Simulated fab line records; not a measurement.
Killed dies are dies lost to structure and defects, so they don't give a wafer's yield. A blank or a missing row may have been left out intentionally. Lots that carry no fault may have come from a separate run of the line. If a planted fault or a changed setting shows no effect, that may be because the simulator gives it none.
Which of the tools did it? / flow nand_harc / 15 lots, 42 wafers sampled, at 5 steps of a route of 1159

## WHAT EACH GAUGE READ, for each wafer
NHARC_A_ZERO_WELL_INSPECT_17.
lot=L330; measured=day 6 13:23; on=defect_inspect-02; raw_defect_count=10 9 5
lot=L331; measured=day 6 13:53; on=defect_inspect-02; raw_defect_count=19 10 19
lot=L333; measured=day 7 08:09; on=defect_inspect-02; raw_defect_count=8 16 8
lot=L332; measured=day 7 09:31; on=defect_inspect-01; raw_defect_count=12 6 19
lot=L336; measured=day 7 23:33; on=defect_inspect-02; raw_defect_count=8 18 14
lot=L337; measured=day 8 10:29; on=defect_inspect-02; raw_defect_count=12 11
lot=L338; measured=day 8 16:24; on=defect_inspect-02; raw_defect_count=12 4
lot=L340; measured=day 9 06:33; on=defect_inspect-01; raw_defect_count=9 23 26
lot=L343; measured=day 9 21:35; on=defect_inspect-02; raw_defect_count=13 7
lot=L345; measured=day 10 12:34; on=defect_inspect-02; raw_defect_count=8 17 13
lot=L346; measured=day 10 23:47; on=defect_inspect-02; raw_defect_count=14 4 9
lot=L349; measured=day 11 03:26; on=defect_inspect-02; raw_defect_count=5 6 3
lot=L350; measured=day 11 15:49; on=defect_inspect-02; raw_defect_count=17 16 21
lot=L352; measured=day 11 23:36; on=defect_inspect-02; raw_defect_count=10 11 10
lot=L353; measured=day 12 05:35; on=defect_inspect-02; raw_defect_count=10 9 11

NHARC_A_ONON_D1_THK_MEAS_02: measures by ellipsometry.
lot=L330; measured=day 7 14:56; on=film_metro-02; thk_nm (nm)=1001 998 1001
lot=L331; measured=day 7 14:37; on=film_metro-01; thk_nm (nm)=1018 1016 1017
lot=L333; measured=day 8 07:44; on=film_metro-02; thk_nm (nm)=999 1001 1001
lot=L332; measured=day 8 07:44; on=film_metro-01; thk_nm (nm)=1012 1012 1011
lot=L336; measured=day 8 21:46; on=film_metro-01; thk_nm (nm)=1014 1014 1014
lot=L337; measured=day 9 07:28; on=film_metro-01; thk_nm (nm)=1001 755
lot=L338; measured=day 9 14:16; on=film_metro-02; thk_nm (nm)=765 766
lot=L340; measured=day 10 04:01; on=film_metro-02; thk_nm (nm)=1008 1006 1008
lot=L343; measured=day 10 22:09; on=film_metro-01; thk_nm (nm)=1002 761
lot=L345; measured=day 11 11:58; on=film_metro-01; thk_nm (nm)=1004 1003 1004
lot=L346; measured=day 11 23:56; on=film_metro-01; thk_nm (nm)=1008 1011 1010
lot=L349; measured=day 11 23:59; on=film_metro-02; thk_nm (nm)=999 996 997
lot=L350; measured=day 12 11:58; on=film_metro-01; thk_nm (nm)=995 994 994
lot=L352; measured=day 12 21:27; on=film_metro-01; thk_nm (nm)=1003 1001 1002
lot=L353; measured=day 13 04:47; on=film_metro-02; thk_nm (nm)=1013 1014 1013

NHARC_A_ONON_D1_THK_MEAS_21: measures by ellipsometry.
lot=L330; measured=day 8 00:40; on=film_metro-02; thk_nm (nm)=993 994 993
lot=L331; measured=day 8 00:40; on=film_metro-02; thk_nm (nm)=1009 1010 1008
lot=L333; measured=day 8 17:41; on=film_metro-02; thk_nm (nm)=997 997 996
lot=L332; measured=day 8 17:41; on=film_metro-02; thk_nm (nm)=1021 1022 1023
lot=L336; measured=day 9 08:11; on=film_metro-01; thk_nm (nm)=985 985 983
lot=L337; measured=day 9 17:55; on=film_metro-02; thk_nm (nm)=994 993
lot=L338; measured=day 10 00:17; on=film_metro-02; thk_nm (nm)=1011 1010
lot=L340; measured=day 10 14:02; on=film_metro-01; thk_nm (nm)=1016 1014 1016
lot=L343; measured=day 11 09:23; on=film_metro-02; thk_nm (nm)=997 995
lot=L345; measured=day 11 23:32; on=film_metro-02; thk_nm (nm)=1012 1010 1012
lot=L346; measured=day 12 10:19; on=film_metro-02; thk_nm (nm)=1003 1002 1004
lot=L349; measured=day 12 10:19; on=film_metro-01; thk_nm (nm)=989 988 989
lot=L350; measured=day 12 23:47; on=film_metro-01; thk_nm (nm)=998 999 999
lot=L352; measured=day 13 08:23; on=film_metro-01; thk_nm (nm)=998 996 998
lot=L353; measured=day 13 19:10; on=film_metro-02; thk_nm (nm)=997 997 996

## WHAT TOOL EACH LOT RAN ON (gives the tool, then ch and the chambers of the sampled wafers, and finally the start)
lot=L330; NHARC_P_BONDPAD_DEGAS_25=pvd_sputter-01, day 6 08:50; NHARC_A_ONON_D1_DEP_00=pecvd_onon-04 ch 0, day 7 14:29
lot=L331; NHARC_P_BONDPAD_DEGAS_25=pvd_sputter-03, day 6 09:28; NHARC_A_ONON_D1_DEP_00=pecvd_onon-01 ch 0, day 7 14:13
lot=L333; NHARC_P_BONDPAD_DEGAS_25=pvd_sputter-02, day 7 03:44; NHARC_A_ONON_D1_DEP_00=pecvd_onon-03 ch 0, day 8 07:13
lot=L332; NHARC_P_BONDPAD_DEGAS_25=pvd_sputter-03, day 7 05:08; NHARC_A_ONON_D1_DEP_00=pecvd_onon-04 ch 0, day 8 07:13
lot=L336; NHARC_P_BONDPAD_DEGAS_25=pvd_sputter-02, day 7 18:57; NHARC_A_ONON_D1_DEP_00=pecvd_onon-01 ch 0, day 8 21:22
lot=L337; NHARC_P_BONDPAD_DEGAS_25=pvd_sputter-01, day 8 06:04; NHARC_A_ONON_D1_DEP_00=pecvd_onon-03 ch 0, day 9 06:58
lot=L338; NHARC_P_BONDPAD_DEGAS_25=pvd_sputter-02, day 8 11:44; NHARC_A_ONON_D1_DEP_00=pecvd_onon-03 ch 0, day 9 13:48
lot=L340; NHARC_P_BONDPAD_DEGAS_25=pvd_sputter-02, day 9 02:14; NHARC_A_ONON_D1_DEP_00=pecvd_onon-01 ch 0, day 10 03:33
lot=L343; NHARC_P_BONDPAD_DEGAS_25=pvd_sputter-03, day 9 17:03; NHARC_A_ONON_D1_DEP_00=pecvd_onon-03 ch 0, day 10 21:38
lot=L345; NHARC_P_BONDPAD_DEGAS_25=pvd_sputter-01, day 10 07:19; NHARC_A_ONON_D1_DEP_00=pecvd_onon-01 ch 0, day 11 11:34
lot=L346; NHARC_P_BONDPAD_DEGAS_25=pvd_sputter-01, day 10 19:31; NHARC_A_ONON_D1_DEP_00=pecvd_onon-01 ch 0, day 11 23:29
lot=L349; NHARC_P_BONDPAD_DEGAS_25=pvd_sputter-01, day 10 22:59; NHARC_A_ONON_D1_DEP_00=pecvd_onon-04 ch 0, day 11 23:28
lot=L350; NHARC_P_BONDPAD_DEGAS_25=pvd_sputter-01, day 11 11:22; NHARC_A_ONON_D1_DEP_00=pecvd_onon-04 ch 0, day 12 11:27
lot=L352; NHARC_P_BONDPAD_DEGAS_25=pvd_sputter-01, day 11 19:08; NHARC_A_ONON_D1_DEP_00=pecvd_onon-01 ch 0, day 12 21:00
lot=L353; NHARC_P_BONDPAD_DEGAS_25=pvd_sputter-03, day 12 01:17; NHARC_A_ONON_D1_DEP_00=pecvd_onon-01 ch 0, day 13 04:17
- NHARC_P_BONDPAD_DEGAS_25: time 60 s.
- NHARC_A_ONON_D1_DEP_00: target thk 1000 nm.

## WHAT THE TOOLS THEMSELVES READ (means of the sampled wafers that have a number; where no wafer has one, the mark that the record gives instead)
NHARC_P_BONDPAD_DEGAS_25.
lot=L330; tool=pvd_sputter-01; heater_power_w (W)=453
lot=L331; tool=pvd_sputter-03; heater_power_w (W)=485
lot=L333; tool=pvd_sputter-02; heater_power_w (W)=473
lot=L332; tool=pvd_sputter-03; heater_power_w (W)=451
lot=L336; tool=pvd_sputter-02; heater_power_w (W)=480
lot=L337; tool=pvd_sputter-01; heater_power_w (W)=483
lot=L338; tool=pvd_sputter-02; heater_power_w (W)=478
lot=L340; tool=pvd_sputter-02; heater_power_w (W)=466
lot=L343; tool=pvd_sputter-03; heater_power_w (W)=434
lot=L345; tool=pvd_sputter-01; heater_power_w (W)=495
lot=L346; tool=pvd_sputter-01; heater_power_w (W)=497
lot=L349; tool=pvd_sputter-01; heater_power_w (W)=459
lot=L350; tool=pvd_sputter-01; heater_power_w (W)=461
lot=L352; tool=pvd_sputter-01; heater_power_w (W)=494
lot=L353; tool=pvd_sputter-03; heater_power_w (W)=483

## THE ANSWER, worked out from the rows above alone
Rule: what is usual is taken from the lots themselves. The widest of any qualifying gaps counts: lots, ordered by their means at a reading, are off when they make up no more than a third of the lots, leave a main group of 4 or more, and stand apart from it by 3 or more times the standard deviation of that group's means. The tables above print the reading to a certain number of digits; a main group whose means all agree to those digits is not used. A lot without any number at a reading at which 4 lots or more have one is off too. All remaining lots with rows at the step are treated as sound. After the gauges, taken in route order, come the tools' own readings; for these a lot's mean is taken, as printed above. At the first step where some lot is off, the reading lying furthest off is the one used; lots without a number count as furthest.
Off at NHARC_A_ONON_D1_THK_MEAS_02 (thk_nm): L337, L338, L343. Main group: mean 1006 nm, sd 7.
If a tool, at a process step before that reading, ran all the lots that are off and no sound lot after the first of them, it fits. Gauges at NHARC_A_ONON_D1_THK_MEAS_02: tried the same way as those tools. One fits: pecvd_onon-03 at NHARC_A_ONON_D1_DEP_00. A fault onset in the window from L333 (day 8 07:13, its last sound lot) to L337 (day 9 06:58, its first lot off) fits.

## WHAT THE SIMULATOR PUT IN
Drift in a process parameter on pecvd_onon-03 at NHARC_A_ONON_D1_DEP_00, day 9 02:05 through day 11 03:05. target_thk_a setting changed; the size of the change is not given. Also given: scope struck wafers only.
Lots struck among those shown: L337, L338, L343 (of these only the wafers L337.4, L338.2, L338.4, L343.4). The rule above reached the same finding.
